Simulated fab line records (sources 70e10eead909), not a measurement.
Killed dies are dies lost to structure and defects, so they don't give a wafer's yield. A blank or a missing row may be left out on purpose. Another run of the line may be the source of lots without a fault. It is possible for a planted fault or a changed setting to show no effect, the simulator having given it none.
Code-filled problem report in 8D (eight disciplines) form -- flow nand_harc -- the parts of the form that need people (team, actions taken, sign-off) are left out

== 1. THE PROBLEM ==
At NHARC_A_DECK1_JOINT_THK_MEAS_17, thk_nm averages 61.3 nm over 4 wafers from 2 lots, while fault-free wafers read 45.0 nm, standard deviation 1.2. Measured from the usual mean, that is +14 standard deviations.
The step: measures by ellipsometry.
First observed at day 16 20:29: wafer L176.2, on film_metro-01. Wafers with a number at this step in the record: 39, from 13 lots. Rule for "out" (also "out of limits"): further than 4 standard deviations from the usual mean. The other wafers with a number count as sound.

== 2. WHAT IT IS; WHAT IT IS NOT ==
question,is,is not
which readings at this step,thk_nm,-
which lots,"L176, L177","L166, L167, L172, L178, L179, L180, L182, L185, L186, L187, L188"
which wafers of those lots,"L176.2, L176.6, L177.3, L177.4","L176.5, L177.5"
read on which gauges,film_metro-01,film_metro-02
when,from day 16 20:29,"up to then (10 sound wafers); but 25 sound wafers of L177, L178, L179, L180, L182, L185, L186, L187, L188 came after"

== 3. THE SUSPECTS, EACH WITH WHAT RULES IT OUT ==
Counting: if a tool at a process step up to the reading ran every lot that is out, it stays a suspect. Sound lots after the first of them don't rule it out here, since some wafers of a struck lot are sound.
- the gauge at NHARC_A_DECK1_JOINT_THK_MEAS_17: kept. All the wafers that are out were read on film_metro-01, and no step on other tools shows them out.
- pecvd-01 at NHARC_A_DECK1_JOINT_DEP_16 (deposits SiO2, target thk 45 nm): kept. Every lot that is out went through it, the first being L176 (day 16 20:14); the last sound lot it ran before that was L167 (day 12 09:34).
- Within pecvd-01 at NHARC_A_DECK1_JOINT_DEP_16, the wafers that are out were processed in chamber 1 and their sound lot-mates in chamber 2.
The count leaves film_metro-01 at NHARC_A_DECK1_JOINT_THK_MEAS_17 and pecvd-01 at NHARC_A_DECK1_JOINT_DEP_16.

== 4. THE CAUSE (what the simulator had put in) ==
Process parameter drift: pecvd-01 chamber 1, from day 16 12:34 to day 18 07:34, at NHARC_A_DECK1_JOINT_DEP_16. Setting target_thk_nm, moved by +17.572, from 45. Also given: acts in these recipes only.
2 suspects survive the count, and this tool is in that group.

== 5. THE EFFECT CHAIN, in route order ==
Rows list readings where the struck wafers' mean (over those with a number) sits beyond 3 standard deviations from the usual. Only readings whose record carries a usual standard deviation are examined. hours: median over the lots of the time between each lot's start at the first step of this table that gives one and its start at this step. sigmas: the change, counted in usual standard deviations.
hours,step,reading,usual,on struck wafers,change,sigmas
0,NHARC_A_DECK1_JOINT_THK_MEAS_17,thk_nm,45.0 nm,61.3,+16.3,+14
At these later measuring or inspecting steps, every struck wafer for which the step has a row has a number for every such reading, and none has moved that far: NHARC_A_ONON_D2_THK_MEAS_11.

== 6. WHAT WOULD HAVE CAUGHT IT SOONER ==
8 hours passed between the start of the fault at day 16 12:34 and the first reading out of limits at a measuring or inspecting step in this record, taken at day 16 20:29.
An alarm limit of 4 standard deviations would not have fired on the tool readings at NHARC_A_DECK1_JOINT_DEP_16 for which the record gives a usual standard deviation, since none of them was out on any struck wafer.
Among the 2 lots that are out, L177 began NHARC_A_DECK1_JOINT_DEP_16 on pecvd-01 after day 16 20:29. A tool hold placed at that time would have kept it from harm.
